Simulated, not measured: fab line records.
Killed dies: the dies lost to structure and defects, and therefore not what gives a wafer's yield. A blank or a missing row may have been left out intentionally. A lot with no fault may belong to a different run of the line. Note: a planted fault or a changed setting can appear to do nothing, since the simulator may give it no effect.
Chamber matching -- flow nandHarc -- cmp-03 running NHARC_A_DECK1_JOINT_CMP_02: 4 sister chambers
The step polishes SiOx. 4 wafers are shown with their chamber, then 12 later ones without.

## WAFERS, EACH WITH ITS CHAMBER
wafer,chamber,motorCurrentA (A)
L084.6,3,11.7
L089.2,0,11.8
L089.3,1,11.4
L089.6,2,12.4

## WAFERS WITH NO CHAMBER GIVEN
wafer,motorCurrentA (A)
L093.2,11.2
L093.3,12.2
L093.4,11.1
L094.1,10.6
L094.2,12.2
L094.5,12.5
L097.1,11.3
L097.2,10.6
L097.3,13.2
L097.4,11.8
L097.5,10.7
L097.6,12.0

## WHICH CHAMBER EACH ONE RAN IN
wafer,from the rows above,in truth
L093.2,can't be placed: 1 or 3 or 0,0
L093.3,can't be placed: 2 or 0 or 3 or 1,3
L093.4,can't be placed: 1 or 3 or 0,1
L094.1,can't be placed: 1 or 3 or 0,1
L094.2,can't be placed: 2 or 0 or 3 or 1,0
L094.5,can't be placed: 2 or 0 or 3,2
L097.1,can't be placed: 1 or 3 or 0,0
L097.2,can't be placed: 1 or 3 or 0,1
L097.3,can't be placed: 2 or 0 or 3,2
L097.4,can't be placed: 0 or 3 or 1 or 2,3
L097.5,can't be placed: 1 or 3 or 0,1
L097.6,can't be placed: 0 or 3 or 2 or 1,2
Correctly placed: 0 of 12. These rows do not allow placing 12 (true chamber among the candidates in 12). 0 placed wrongly.
How it was worked out, from the rows above alone: a wafer's distance from a chamber is the root of the sum, over the readings, of the square of ((its reading less the chamber's mean) divided by the reading's scatter). If the next closest chamber is less than 2 further off than the closest, the wafer can't be placed; otherwise it belongs to the closest. For every chamber, the mean is computed from those of its wafers that are shown. The scatter: root of mean squared gap, hidden wafer to nearest shown wafer, with one shown wafer a chamber.
